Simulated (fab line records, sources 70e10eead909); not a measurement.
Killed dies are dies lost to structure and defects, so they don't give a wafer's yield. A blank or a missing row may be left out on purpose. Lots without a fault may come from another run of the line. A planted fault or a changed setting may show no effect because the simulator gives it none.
Which tool did it? | flow nand_harc | 24 lots, 72 wafers sampled, at 6 steps of a route of 1159

WHAT THE GAUGES READ, wafer by wafer
NHARC_P_STI_CD_MEAS_09: target cd 200 nm. Usual: cd_nm 200 nm, standard deviation 3.
lot  | measured    | on        | cd_nm (nm)  | flag
L074 | day 2 09:07 | cd_sem-01 | 203 201 202 |
L075 | day 2 17:09 | cd_sem-02 | 202 199 201 |
L076 | day 3 02:18 | cd_sem-01 | 200 201 202 |
L077 | day 3 02:28 | cd_sem-01 | 202 201 201 |
L078 | day 3 12:28 | cd_sem-03 | 199 199 196 |
L079 | day 3 17:05 | cd_sem-02 | 205 207 207 |
L080 | day 3 23:08 | cd_sem-01 | 204 200 205 |
L081 | day 4 05:52 | cd_sem-01 | 202 195 194 |
L082 | day 4 13:05 | cd_sem-02 | 199 197 199 |
L083 | day 4 17:23 | cd_sem-02 | 200 194 199 |
L084 | day 5 00:07 | cd_sem-02 | 205 204 202 |
L085 | day 5 05:22 | cd_sem-03 | 197 202 202 |
L086 | day 5 10:54 | cd_sem-01 | 193 198 196 |
L087 | day 5 18:57 | cd_sem-02 | 200 198 201 |
L088 | day 5 23:05 | cd_sem-03 | 197 199 204 |
L090 | day 6 10:28 | cd_sem-03 | 201 202 200 |
L089 | day 6 10:37 | cd_sem-03 | 198 201 200 |
L091 | day 6 20:02 | cd_sem-03 | 199 201 202 |
L092 | day 6 20:12 | cd_sem-02 | 203 198 203 |
L093 | day 7 04:53 | cd_sem-02 | 200 200 204 |
L094 | day 7 10:59 | cd_sem-03 | 205 200 204 |
L095 | day 7 16:48 | cd_sem-02 | 202 203 199 |
L096 | day 8 01:28 | cd_sem-01 | 194 198 196 |
L097 | day 8 05:48 | cd_sem-01 | 200 205 204 |

NHARC_P_GATE_CD_MEAS_33. Usual: cd_nm 120.3 nm, standard deviation 2.7.
lot  | measured     | on        | cd_nm (nm)        | flag
L074 | day 4 17:22  | cd_sem-03 | 118.1 122.7 110.9 |
L075 | day 4 17:33  | cd_sem-03 | 121.6 121.7 121.4 |
L076 | day 5 05:52  | cd_sem-02 | 121.1 119.5 114.4 |
L077 | day 5 06:24  | cd_sem-01 | 124.8 119.6 123.9 |
L078 | day 5 17:29  | cd_sem-01 | 122.3 118.3 121.4 |
L079 | day 6 04:06  | cd_sem-03 | 120.4 122.5 121.7 |
L080 | day 6 09:40  | cd_sem-02 | 118.0 126.0 116.9 |
L081 | day 6 15:34  | cd_sem-02 | 116.3 115.3 120.1 |
L082 | day 6 15:23  | cd_sem-03 | 126.6 123.6 119.8 |
L083 | day 6 14:34  | cd_sem-03 | 121.5 121.1 119.4 |
L084 | day 7 10:38  | cd_sem-03 | 121.4 118.3 121.4 |
L085 | day 7 10:01  | cd_sem-02 | 123.3 122.0 122.1 |
L086 | day 8 01:01  | cd_sem-01 | 120.8 124.9 126.2 |
L087 | day 8 01:33  | cd_sem-02 | 120.0 122.2 121.5 |
L088 | day 8 01:13  | cd_sem-03 | 120.1 122.1 123.3 |
L090 | day 8 17:23  | cd_sem-02 | 119.7 119.7 122.6 |
L089 | day 8 16:58  | cd_sem-01 | 120.7 120.0 120.3 |
L091 | day 9 00:02  | cd_sem-03 | 117.2 122.8 117.4 |
L092 | day 9 00:43  | cd_sem-03 | 118.3 120.6 121.6 |
L093 | day 9 07:30  | cd_sem-02 | 116.4 117.1 121.4 |
L094 | day 9 21:07  | cd_sem-01 | 115.9 120.7 119.4 |
L095 | day 10 02:08 | cd_sem-02 | 123.5 121.3 121.1 |
L096 | day 10 04:50 | cd_sem-01 | 123.1 121.8 117.8 |
L097 | day 10 23:27 | cd_sem-02 | 122.8 117.5 116.6 |

NHARC_P_CONTACT_CD_MEAS_12: target cd 90 nm. Usual: cd_nm 90.1 nm, standard deviation 0.73.
lot  | measured     | on        | cd_nm (nm)     | flag
L074 | day 5 12:52  | cd_sem-02 | 90.7 91.2 91.2 |
L075 | day 5 14:07  | cd_sem-02 | 90.5 90.9 91.3 |
L076 | day 6 04:17  | cd_sem-02 | 90.0 90.1 89.0 |
L077 | day 6 02:08  | cd_sem-01 | 91.3 91.1 90.4 |
L078 | day 6 12:43  | cd_sem-03 | 89.1 90.6 90.0 |
L079 | day 6 23:31  | cd_sem-03 | 89.2 88.9 90.2 |
L080 | day 7 05:00  | cd_sem-01 | 91.0 89.4 89.5 |
L081 | day 7 11:22  | cd_sem-01 | 90.5 90.9 90.3 |
L082 | day 7 10:38  | cd_sem-01 | 88.8 90.6 90.4 |
L083 | day 7 10:06  | cd_sem-03 | 91.1 89.8 90.9 |
L084 | day 8 05:59  | cd_sem-02 | 89.2 90.5 89.6 |
L085 | day 8 05:36  | cd_sem-02 | 89.9 89.8 89.6 |
L086 | day 8 20:47  | cd_sem-01 | 90.8 89.6 90.2 |
L087 | day 8 22:23  | cd_sem-02 | 91.3 90.5 89.7 |
L088 | day 8 21:49  | cd_sem-03 | 90.1 89.3 89.0 |
L090 | day 9 12:43  | cd_sem-02 | 89.8 89.0 89.6 |
L089 | day 9 12:13  | cd_sem-01 | 90.8 90.9 90.4 |
L091 | day 9 22:04  | cd_sem-03 | 89.7 89.7 88.9 |
L092 | day 9 22:25  | cd_sem-03 | 89.7 90.4 90.4 |
L093 | day 10 03:42 | cd_sem-03 | 89.1 90.3 90.7 |
L094 | day 10 16:30 | cd_sem-02 | 90.4 90.5 89.1 |
L095 | day 10 21:25 | cd_sem-01 | 89.6 89.5 89.4 |
L096 | day 10 23:51 | cd_sem-02 | 89.2 89.9 90.3 |
L097 | day 11 18:25 | cd_sem-02 | 90.6 90.0 89.9 |

WHICH TOOL RAN EACH LOT (tool, then ch and the chambers of the sampled wafers, then the start)
lot  | NHARC_P_STI_ETCH_31                           | NHARC_P_GATE_ETCH_32             | NHARC_P_GATE_STRIP_75
L074 | rie_diel-04 ch 1,2, day 4 17:02 or earlier    | rie_si-05 ch 1,2,3, day 4 17:02  | plasma_asher-02 ch 0,1, day 5 05:17
L075 | rie_diel-07 ch 0,3, day 4 17:12 or earlier    | rie_si-06 ch 0,2, day 4 17:12    | plasma_asher-02 ch 0,1, day 5 05:38
L076 | rie_diel-07 ch 1,3, day 5 05:32 or earlier    | rie_si-05 ch 1,3, day 5 05:32    | plasma_asher-01 ch 0,1, day 5 19:55
L077 | rie_diel-06 ch 1,3, day 5 05:53 or earlier    | rie_si-06 ch 1,2, day 5 05:53    | plasma_asher-01 ch 0,1, day 5 18:30
L078 | rie_diel-04 ch 1,2,3, day 5 17:08 or earlier  | rie_si-06 ch 0,2, day 5 17:08    | plasma_asher-01 ch 0,1, day 6 05:31
L079 | rie_diel-04 ch 0,1,2, day 6 03:46 or earlier  | rie_si-02 ch 2,3, day 6 03:46    | plasma_asher-01 ch 0,1, day 6 15:55
L080 | rie_diel-07 ch 0,2, day 6 09:20 or earlier    | rie_si-06 ch 0,2, day 6 09:20    | plasma_asher-02 ch 0,1, day 6 21:38
L081 | rie_diel-06 ch 1,2, day 6 15:11 or earlier    | rie_si-05 ch 0,1, day 6 15:11    | plasma_asher-02 ch 0,1, day 7 04:01
L082 | rie_diel-04 ch 0,2, day 6 15:03 or earlier    | rie_si-02 ch 0,3, day 6 15:03    | plasma_asher-02 ch 0,1, day 7 03:08
L083 | rie_diel-06 ch 0,1,2, day 6 14:13 or earlier  | rie_si-06 ch 1,2,3, day 6 14:13  | plasma_asher-01 ch 0,1, day 7 02:34
L084 | rie_diel-06 ch 0,2,3, day 7 10:17 or earlier  | rie_si-05 ch 0,2,3, day 7 10:17  | plasma_asher-02 ch 0,1, day 7 22:30
L085 | rie_diel-06 ch 0,1, day 7 09:42 or earlier    | rie_si-02 ch 0,1,2, day 7 09:42  | plasma_asher-01 ch 0,1, day 7 21:57
L086 | rie_diel-07 ch 1,2,3, day 8 00:41 or earlier  | rie_si-06 ch 0,1,2, day 8 00:41  | plasma_asher-01 ch 0,1, day 8 12:59
L087 | rie_diel-06 ch 1,2,3, day 8 01:12 or earlier  | rie_si-06 ch 0,1,2, day 8 01:12  | plasma_asher-02 ch 0,1, day 8 13:42
L088 | rie_diel-06 ch 1,2,3, day 8 00:53 or earlier  | rie_si-02 ch 1,2,3, day 8 00:53  | plasma_asher-02 ch 0,1, day 8 13:10
L090 | rie_diel-06 ch 0,1,3, day 8 17:03 or earlier  | rie_si-02 ch 0,1,2, day 8 17:03  | plasma_asher-01 ch 0,1, day 9 05:18
L089 | rie_diel-04 ch 1,3, day 8 16:38 or earlier    | rie_si-02 ch 1,2,3, day 8 16:38  | plasma_asher-02 ch 0,1, day 9 04:44
L091 | rie_diel-07 ch 1,2, day 8 23:43 or earlier    | rie_si-05 ch 1,2,3, day 8 23:43  | plasma_asher-02 ch 0,1, day 9 11:52
L092 | rie_diel-04 ch 0,1, day 9 00:23 or earlier    | rie_si-02 ch 0,3, day 9 00:23    | plasma_asher-02 ch 0,1, day 9 12:37
L093 | rie_diel-04 ch 0,1, day 9 07:11 or earlier    | rie_si-02 ch 0,1,3, day 9 07:11  | plasma_asher-01 ch 0,1, day 9 20:13
L094 | rie_diel-06 ch 0,1,2, day 9 20:44 or earlier  | rie_si-05 ch 0,1, day 9 20:44    | plasma_asher-02 ch 0,1, day 10 08:59
L095 | rie_diel-04 ch 1,2, day 10 01:45 or earlier   | rie_si-06 ch 2,3, day 10 01:45   | plasma_asher-01 ch 0, day 10 13:53
L096 | rie_diel-07 ch 1,2,3, day 10 04:29 or earlier | rie_si-02 ch 1,2,3, day 10 04:29 | plasma_asher-02 ch 0,1, day 10 16:38
L097 | rie_diel-06 ch 0,3, day 10 23:07 or earlier   | rie_si-06 ch 0,1,3, day 10 23:07 | plasma_asher-01 ch 0,1, day 11 11:08
- NHARC_P_STI_ETCH_31: etches the open film in CF4/CHF3, target depth 108.9 nm, time 54.5 s.
- NHARC_P_GATE_ETCH_32: etches the open film in HBr/Cl2, target depth 150 nm, time 100.1 s.
- NHARC_P_GATE_STRIP_75: strips in O2.

WHAT THE TOOLS THEMSELVES READ (means of the sampled wafers that have a number; where no wafer has one, the mark that the record gives instead)
NHARC_P_STI_ETCH_31. Usual: drypump_motor_current_A 5.8 A, standard deviation 0.39; oes_product_au 0.967 a.u., standard deviation 0.016; rf_vpp_V 370.7 V, standard deviation 2.2; showerhead_plenum_p_Torr 1.58 Torr, standard deviation 0.061; throttle_valve_pct 16.802 %, standard deviation 0.0092.
lot  | tool        | drypump_motor_current_A (A) | oes_product_au (a.u.) | rf_vpp_V (V) | showerhead_plenum_p_Torr (Torr) | throttle_valve_pct (%) | flag
L074 | rie_diel-04 | 5.8                         | 0.955                 | 369.9        | 1.60                            | 16.807                 |
L075 | rie_diel-07 | 5.6                         | 0.968                 | 370.6        | 1.58                            | 16.804                 |
L076 | rie_diel-07 | 6.4                         | 0.975                 | 371.8        | 1.60                            | 16.808                 |
L077 | rie_diel-06 | 6.1                         | 0.969                 | 371.6        | 1.59                            | 16.800                 |
L078 | rie_diel-04 | 5.6                         | 0.961                 | 369.6        | 1.56                            | 16.804                 |
L079 | rie_diel-04 | 5.7                         | 0.954                 | 370.0        | 1.59                            | 16.799                 |
L080 | rie_diel-07 | 5.6                         | 0.959                 | 370.3        | 1.56                            | 16.806                 |
L081 | rie_diel-06 | 5.9                         | 0.978                 | 372.5        | 1.64                            | 16.801                 |
L082 | rie_diel-04 | 5.8                         | 0.949                 | 371.7        | 1.63                            | 16.803                 |
L083 | rie_diel-06 | 5.7                         | 0.977                 | 371.3        | 1.61                            | 16.800                 |
L084 | rie_diel-06 | 5.9                         | 0.977                 | 370.5        | 1.58                            | 16.799                 |
L085 | rie_diel-06 | 5.6                         | 0.973                 | 368.8        | 1.55                            | 16.806                 |
L086 | rie_diel-07 | 6.2                         | 0.984                 | 371.0        | 1.59                            | 16.790                 |
L087 | rie_diel-06 | 6.1                         | 0.968                 | 371.8        | 1.61                            | 16.802                 |
L088 | rie_diel-06 | 6.1                         | 0.975                 | 372.2        | 1.61                            | 16.815                 |
L090 | rie_diel-06 | 5.9                         | 0.971                 | 369.3        | 1.55                            | 16.803                 |
L089 | rie_diel-04 | 5.4                         | 0.963                 | 368.2        | 1.51                            | 16.805                 |
L091 | rie_diel-07 | 6.0                         | 0.969                 | 370.8        | 1.57                            | 16.800                 |
L092 | rie_diel-04 | 5.7                         | 0.971                 | 371.1        | 1.57                            | 16.800                 |
L093 | rie_diel-04 | 5.6                         | 0.964                 | 369.6        | 1.54                            | 16.801                 |
L094 | rie_diel-06 | 5.7                         | 0.978                 | 372.3        | 1.61                            | 16.794                 |
L095 | rie_diel-04 | 5.8                         | 0.969                 | 370.9        | 1.59                            | 16.806                 |
L096 | rie_diel-07 | 6.2                         | 0.979                 | 371.1        | 1.59                            | 16.791                 |
L097 | rie_diel-06 | 6.1                         | 0.922                 | 368.8        | 1.51                            | 16.799                 |

NHARC_P_GATE_ETCH_32. Usual: drypump_motor_current_A 5.8 A, standard deviation 0.46; mfc_cl2_sccm 50.02 sccm, standard deviation 0.14; oes_product_au 1.003 a.u., standard deviation 0.014; throttle_valve_pct 26.405 %, standard deviation 0.0099.
lot  | tool      | drypump_motor_current_A (A) | mfc_cl2_sccm (sccm) | oes_product_au (a.u.) | throttle_valve_pct (%) | flag
L074 | rie_si-05 | 5.9                         | 49.93               | 1.003                 | 26.414                 |
L075 | rie_si-06 | 6.2                         | 50.04               | 1.011                 | 26.399                 |
L076 | rie_si-05 | 5.7                         | 49.94               | 1.009                 | 26.403                 |
L077 | rie_si-06 | 6.0                         | 49.93               | 1.009                 | 26.408                 |
L078 | rie_si-06 | 6.2                         | 50.06               | 1.020                 | 26.398                 |
L079 | rie_si-02 | 5.1                         | 50.13               | 1.007                 | 26.405                 |
L080 | rie_si-06 | 6.2                         | 50.12               | 1.019                 | 26.405                 |
L081 | rie_si-05 | 6.2                         | 50.09               | 1.009                 | 26.415                 |
L082 | rie_si-02 | 5.8                         | 50.04               | 0.998                 | 26.408                 |
L083 | rie_si-06 | 5.8                         | 49.97               | 0.989                 | 26.418                 |
L084 | rie_si-05 | 6.2                         | 50.09               | 0.991                 | 26.419                 |
L085 | rie_si-02 | 5.6                         | 50.02               | 1.011                 | 26.398                 |
L086 | rie_si-06 | 6.1                         | 50.01               | 0.998                 | 26.403                 |
L087 | rie_si-06 | 6.1                         | 50.05               | 0.996                 | 26.403                 |
L088 | rie_si-02 | 5.2                         | 49.95               | 1.014                 | 26.406                 |
L090 | rie_si-02 | 5.5                         | 50.07               | 1.017                 | 26.409                 |
L089 | rie_si-02 | 5.2                         | 49.94               | 1.013                 | 26.403                 |
L091 | rie_si-05 | 5.9                         | 50.22               | 0.993                 | 26.403                 |
L092 | rie_si-02 | 5.4                         | 49.88               | 1.007                 | 26.408                 |
L093 | rie_si-02 | 5.6                         | 49.88               | 1.008                 | 26.397                 |
L094 | rie_si-05 | 6.1                         | 50.00               | 1.009                 | 26.396                 |
L095 | rie_si-06 | 6.0                         | 49.89               | 0.994                 | 26.394                 |
L096 | rie_si-02 | 5.2                         | 50.07               | 1.006                 | 26.412                 |
L097 | rie_si-06 | 5.8                         | 50.17               | 1.003                 | 26.408                 |

NHARC_P_GATE_STRIP_75. Usual: drypump_motor_current_A 5.7 A, standard deviation 0.3; heater_power_w 330 W, standard deviation 27.
lot  | tool            | drypump_motor_current_A (A) | heater_power_w (W) | flag
L074 | plasma_asher-02 | 5.6                         | 348                |
L075 | plasma_asher-02 | 5.6                         | 350                |
L076 | plasma_asher-01 | 5.7                         | 332                |
L077 | plasma_asher-01 | 5.6                         | 313                |
L078 | plasma_asher-01 | 5.6                         | 336                |
L079 | plasma_asher-01 | 5.7                         | 335                |
L080 | plasma_asher-02 | 5.6                         | 343                |
L081 | plasma_asher-02 | 5.6                         | 349                |
L082 | plasma_asher-02 | 5.6                         | 345                |
L083 | plasma_asher-01 | 5.6                         | 320                |
L084 | plasma_asher-02 | 5.8                         | 332                |
L085 | plasma_asher-01 | 5.7                         | 334                |
L086 | plasma_asher-01 | 5.6                         | 331                |
L087 | plasma_asher-02 | 5.8                         | 333                |
L088 | plasma_asher-02 | 5.6                         | 349                |
L090 | plasma_asher-01 | 5.6                         | 322                |
L089 | plasma_asher-02 | 5.8                         | 323                |
L091 | plasma_asher-02 | 5.6                         | 332                |
L092 | plasma_asher-02 | 5.6                         | 333                |
L093 | plasma_asher-01 | 5.6                         | 335                |
L094 | plasma_asher-02 | 5.6                         | 332                |
L095 | plasma_asher-01 | 5.5                         | 298                |
L096 | plasma_asher-02 | 5.6                         | 333                |
L097 | plasma_asher-01 | 5.6                         | 315                |

THE ANSWER, worked out from the rows above alone
Rule: a lot is off if the mean of its wafers that have a number lies more than 3 standard deviations from the usual mean. A lot without any number at a reading at which 4 lots or more have one is off too. The other lots that the step has rows for count as sound. The gauges are gone through in route order, then the tools' own readings, and for those a lot's mean is taken as printed above. The first step at which some lot is off is used, and at that step the reading that is off furthest; a lot without a number counts as furthest.
No lot is off at any reading shown: from this, nothing can be told.

WHAT THE SIMULATOR HAD PUT IN
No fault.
